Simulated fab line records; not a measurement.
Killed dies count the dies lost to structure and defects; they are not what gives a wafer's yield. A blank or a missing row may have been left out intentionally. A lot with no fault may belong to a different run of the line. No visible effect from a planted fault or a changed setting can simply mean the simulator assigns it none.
Chamber matching + flow n5_finfet + 4 sister chambers for N5_BEOL_M0_TRENCH_ETCH_107 on rie_diel-02
The step etches SiOC in C4F6/O2, target depth 32.8 nm, time 16.4 s. 8 wafers are shown with their chamber, then 8 later ones without.

## WAFERS WITH THEIR CHAMBER
| wafer  | chamber | drypump_motor_current_A (A) | rf_vpp_V (V) |
|--------|---------|-----------------------------|--------------|
| L081.4 | 2       | 5.37                        | 663          |
| L081.5 | 1       | 5.67                        | 639          |
| L083.1 | 3       | 5.37                        | 681          |
| L083.4 | 0       | 5.84                        | 652          |
| L092.3 | 3       | 5.39                        | 679          |
| L092.4 | 0       | 5.82                        | 654          |
| L092.5 | 1       | 5.68                        | 649          |
| L095.1 | 2       | 5.37                        | 661          |

## WAFERS WITH NO CHAMBER GIVEN
| wafer  | drypump_motor_current_A (A) | rf_vpp_V (V) |
|--------|-----------------------------|--------------|
| L095.3 | 5.82                        | 654          |
| L095.4 | 5.68                        | 650          |
| L096.2 | 5.38                        | 661          |
| L096.3 | 5.82                        | 653          |
| L096.6 | 5.43                        | 679          |
| L097.3 | 5.80                        | 655          |
| L097.5 | 5.68                        | 650          |
| L097.6 | 5.81                        | 653          |

## EACH ONE'S CHAMBER
| wafer  | from the rows above | in truth |
|--------|---------------------|----------|
| L095.3 | 0                   | 0        |
| L095.4 | 1                   | 1        |
| L096.2 | 2                   | 2        |
| L096.3 | 0                   | 0        |
| L096.6 | 3                   | 3        |
| L097.3 | 0                   | 0        |
| L097.5 | 1                   | 1        |
| L097.6 | 0                   | 0        |
8 of 8 placed correctly. Can't be placed from these rows: 0. Placed wrongly: 0.
How it was worked out, from the rows above alone: a wafer's distance from a chamber is the root of the sum, over the readings, of the square of ((its reading less the chamber's mean) divided by the reading's scatter). If the next closest chamber is less than 2 further off than the closest, the wafer can't be placed; otherwise it belongs to the closest. The mean given for a chamber averages the wafers shown for that chamber. The scatter: the root of (the sum of the squares of (reading less its chamber's mean) over the shown wafers, divided by (wafers less chambers)).
